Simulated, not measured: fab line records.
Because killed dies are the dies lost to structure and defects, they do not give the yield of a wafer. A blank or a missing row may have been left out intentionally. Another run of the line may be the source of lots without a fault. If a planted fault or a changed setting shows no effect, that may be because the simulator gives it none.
Matching of chambers ; flow nandHarc ; NHARC_A_STAIRCASE_DEP_325 on pecvd-04 has 3 sister chambers
The step deposits SiO2, target thk 7200 nm. 6 wafers are shown with their chamber, then 7 later ones without.

== WAFERS, EACH WITH ITS CHAMBER ==
wafer;chamber;heaterPowerW (W)
L084.5;2;541
L086.2;0;780
L086.4;1;600
L086.5;0;661
L087.1;1;695
L087.2;2;575

== WAFERS MISSING THEIR CHAMBER ==
wafer;heaterPowerW (W)
L087.5;614
L092.1;673
L092.3;777
L092.5;617
L094.2;660
L094.3;802
L094.5;621

== CHAMBER TAKEN BY EACH ==
wafer;from the rows above;in truth
L087.5;can't be placed: 1 or 2 or 0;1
L092.1;can't be placed: 1 or 0 or 2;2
L092.3;can't be placed: 0 or 1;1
L092.5;can't be placed: 1 or 2 or 0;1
L094.2;can't be placed: 1 or 0 or 2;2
L094.3;can't be placed: 0 or 1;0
L094.5;can't be placed: 1 or 2 or 0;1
Correctly placed: 0 of 7. From these rows, 7 cannot be placed; in 7 the true chamber is one of the candidates. Wrongly placed: 0.
How it was worked out, from the rows above alone: a wafer's distance from a chamber is the root of the sum, over the readings, of the square of ((its reading less the chamber's mean) divided by the reading's scatter). If the next closest chamber is less than 2 further off than the closest, the wafer can't be placed; otherwise it belongs to the closest. A chamber's mean is the mean of its shown wafers. How the scatter is found: for the shown wafers, subtract from each reading the mean of its chamber, square and add these, divide the total by (wafers less chambers), then take the root.
